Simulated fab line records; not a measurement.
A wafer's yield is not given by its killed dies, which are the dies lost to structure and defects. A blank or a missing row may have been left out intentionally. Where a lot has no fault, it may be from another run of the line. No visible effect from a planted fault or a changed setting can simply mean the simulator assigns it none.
Comparing a struck lot with a sound one    flow n5Finfet    15 steps out of a route of 1938
Sound: these wafers, L820.1, L820.3, L820.4. Wafers struck: L822.1, L822.4, L822.5. The cause comes at the end.
Order at every step that has rows: each side's tool, ch and its chambers, its first start. Under that, the readings that differ: sound wafers    struck wafers    difference of the means    sigmas: that difference in standard deviations of wafers without a fault.
alike: words and numbers the same on both sides, and readings whose means are apart by under 2 such deviations; not compared: readings that were withheld, readings missing a value for some wafer, numbers with overlapping values and no deviation given by the record, and bounds like >300 which may hide the same value.
Wherever a step has rows on one side only, a row that says differs or no value, or a row with sigmas, the two part there. Numbers that have no deviation but don't overlap get no sigmas and don't part them. A reading missing from all wafers of one side parts the sides only when that side holds two or more wafers.

N5_GATE_CUT_VAPOR_ETCH_49: etches TiAlC in BCl3/Cl2.
  sound on rieMetal-03 ch 0,1, day 8 03:59; struck on rieMetal-03 ch 0,1, day 8 11:01
  alike: drypumpMotorCurrentA, oesProductAu
then, 1 step without rows for these wafers: N5_GATE_CUT_VAPOR_ETCH_51 (etches HfO2 in BCl3/Cl2).
N5_GATE_CUT_STRIP_21: strips in N2/H2, time 30 s.
  sound on plasmaAsher-02 ch 0,1, day 8 04:04; struck on plasmaAsher-02 ch 0,1, day 8 11:05
  alike: drypumpMotorCurrentA, heaterPowerW
  not compared: rfHoursCounterH
then, 2 steps without rows for these wafers: N5_GATE_CUT_STRIP_29 (strips in post etch residue remover, time 60 s); N5_GATE_CUT_SRD_52 (time 30 s).
N5_GATE_CUT_ALD_22: deposits SiNx, target thk 16 nm, pulse time 1 s, ald cycles 320.
  sound on aldSin-02 ch 0,1,3, day 8 04:15; struck on aldSin-01 ch 0,1, day 8 11:14
  alike: heaterPowerW, precursorPulseHeightRel
N5_GATE_CUT_CMP_23: polishes, stops on SiO2, t overpolish 23.4 s, target thk 16 nm.
  sound on cmp-01 ch 0,1,2, day 8 05:47; struck on cmp-03 ch 0,1,3, day 8 12:46
  alike: motorCurrentA, overpolishRunS, slurryFlowMlMin, timeToEndpointS
N5_GATE_CUT_THK_MEAS_24:
  sound on filmMetro-01 at day 8 06:02; struck on filmMetro-01 at day 8 13:01
  alike: GC_FILL_THK
N5_GATE_CUT_CMP_43: polishes SiO2.
  sound on cmp-04 ch 0,2,3, day 8 06:08; struck on cmp-03 ch 0,1,2, day 8 13:13
  alike: motorCurrentA, slurryFlowMlMin
then, 1 step without rows for these wafers: N5_GATE_CUT_CMP_61 (polishes, stops on SiNx, t overpolish 3 s).
N5_GATE_CUT_INSPECT_26: inspects for defects (darkfield).
  sound on defectInspect-01 at day 8 06:46; struck on defectInspect-01 at day 8 13:46
  alike: rawDefectCount
N5_MOL_CONTACT_COAG_COAT_103: time 60 s, resist thk 80 nm.
  sound on lithoTrack-05 ch 0, day 8 06:49; struck on lithoTrack-05 ch 0, day 8 13:48
reading                sound                 struck                difference  sigmas
heaterPowerTotalW (W)  498.1 499.3 500.0     837.6 837.8 839.2     +339.1      +99 or more
plateTempC (C)         249.98 249.94 249.77  267.72 267.39 267.09  +17.50      +99 or more
  alike: dispensePressureKPa
then, 1 step without rows for these wafers: N5_MOL_CONTACT_COAG_COAT_104 (time 60 s, resist thk 12 nm).
-- a jump in the record: the struck wafers' starts before and after are 3 days apart (it breaks off in module MOL_CONTACT_COAG and resumes in module BEOL_M4, where the first step shown is number 1111 of the route) --
N5_BEOL_M4_RC_MEAS_101:
  sound on prober-01 ch 0, day 11 09:48; struck on prober-01 ch 0, day 12 01:26
  alike: DIBL_N, DIBL_P, IOFF_N, IOFF_P, ION_N, ION_P, SS_N, SS_P, VT_N, VT_P
-- the record jumps here: 4 days lie between the struck wafers' starts before and after (it left off in module BEOL_M4 and takes up again in module PASSIVATION, whose first step shown is number 1936 of the route) --
N5_PASSIVATION_PROBE_49:
  sound on prober-02 at day 16 00:58; struck on prober-02 at day 16 11:44
reading     sound     struck    difference  sigmas
killedOpen  82 74 73  54 57 42  -25         -2
  alike: defectLimitedYield, killed_at_M0_to_M3, killed_at_M4_up, killedAtContacts, killedAtFrontEnd, killedAtOther, killedDies, killedOnRim, killedShort, sort_bin_5_function, sort_bin_6_memory, sortNPass, sortYieldPct

== WHERE THEY PART ==
Earliest at N5_MOL_CONTACT_COAG_COAT_103; latest, in this record, at N5_PASSIVATION_PROBE_49.

WHY: what the simulator had put in
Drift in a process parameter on lithoTrack-05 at N5_MOL_CONTACT_COAG_COAT_103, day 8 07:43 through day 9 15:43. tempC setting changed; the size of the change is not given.
